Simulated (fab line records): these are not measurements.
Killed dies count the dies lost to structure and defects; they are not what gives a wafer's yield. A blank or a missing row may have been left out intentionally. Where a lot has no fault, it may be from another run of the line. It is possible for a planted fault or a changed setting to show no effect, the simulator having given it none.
Struck lot and sound lot, side by side | flow n5_finfet | 15 steps out of a route of 1938
Sound: the wafers L614.1, L614.2, L614.6. Struck: wafer L603.3 (left out: L603.4, a lot-mate that was not struck); the cause follows at the end.
Each step with rows lists, per side, the tool, then ch with its chambers, then its first start. Under that, the readings that differ: sound wafers | struck wafers | difference of the means | sigmas: that difference in standard deviations of wafers without a fault.
alike: same words and numbers on both sides, and readings whose means sit less than 2 such deviations apart. not compared: any withheld reading, any reading some wafer has no value for, any bound like >300 that may hide the same value, and any number with overlapping values for which the record gives no deviation.
Wherever a step has rows on one side only, a row that says differs or no value, or a row with sigmas, the two part there. When numbers do not overlap yet have no deviation, they are printed without sigmas and do not part them. Lack of a reading on every wafer of one side parts them only where that side has two or more wafers.

first, 7 steps without rows for these wafers: N5_PASSIVATION_COAT_24; N5_PASSIVATION_EBR_26; N5_PASSIVATION_SOFTBAKE_25 (time 90 s); N5_PASSIVATION_EXPOSE_27 (exposes mask PAD, defocus 0 nm); N5_PASSIVATION_PEB_28; N5_PASSIVATION_DEVELOP_29 (develop time 60 s); N5_PASSIVATION_HARDBAKE_31 (time 120 s).
N5_PASSIVATION_CD_MEAS_30: target cd 4000 nm.
  sound on cd_sem-02 ch 0, day 18 00:09; struck on cd_sem-02 ch 0, day 14 19:44
  alike: cd_nm
N5_PASSIVATION_OVL_MEAS_63:
  sound on overlay-01 ch 0, day 18 00:11; struck on overlay-02 ch 0, day 14 19:46
  alike: PAD_OVL
N5_PASSIVATION_INSPECT_64: inspects for defects (macro).
  struck on defect_inspect-01, day 14 19:47; sound on defect_inspect-02, day 18 00:13
  alike: raw_defect_count
N5_PASSIVATION_DESCUM_32: chemistry O2, time 7.9 s.
  sound on rie_diel-04 ch 0,1,2, day 18 00:22; struck on rie_diel-01 ch 3, day 14 19:49
  alike: bias_power_w, drypump_motor_current_A, oes_product_au, rf_vpp_V, showerhead_plenum_p_Torr, throttle_valve_pct
  not compared: rf_hours_counter_h
N5_PASSIVATION_AL_ETCH_33: etches Al in Cl2/BCl3, stops on TaN, target depth 2800 nm, time 466.7 s.
  sound on rie_metal-02 ch 0,1, day 18 00:27; struck on rie_metal-03 ch 0, day 14 20:02
  alike: drypump_motor_current_A, oes_product_au, throttle_valve_pct
  not compared: rf_hours_counter_h
N5_PASSIVATION_ETCH_59: etches TaN in Cl2/BCl3, target depth 65 nm, time 34.9 s.
  sound on rie_metal-02 ch 0,1, day 18 00:51; struck on rie_metal-03 ch 0, day 14 20:20
  reading                  | sound             | struck | difference | sigmas
  model.etch.depth_nm (nm) | 64.93 64.64 64.87 | 61.17  | -3.64      |
  alike: drypump_motor_current_A, oes_product_au, throttle_valve_pct
  not compared: rf_hours_counter_h
N5_PASSIVATION_STRIP_34: strips in O2.
  sound on rie_diel-01 ch 0,1,2, day 18 01:02; struck on rie_diel-01 ch 2, day 14 20:26
  reading               | sound          | struck | difference | sigmas
  oes_product_au (a.u.) | 0.80 1.00 0.81 | 0.68   | -0.19      | -2
  alike: drypump_motor_current_A, rf_vpp_V, showerhead_plenum_p_Torr, throttle_valve_pct
  not compared: rf_hours_counter_h
after that, 1 step had no rows for these wafers: N5_PASSIVATION_PROBE_49.

## WHERE THEY PART
Only at N5_PASSIVATION_STRIP_34, within this record.

WHY: the cause the simulator had injected
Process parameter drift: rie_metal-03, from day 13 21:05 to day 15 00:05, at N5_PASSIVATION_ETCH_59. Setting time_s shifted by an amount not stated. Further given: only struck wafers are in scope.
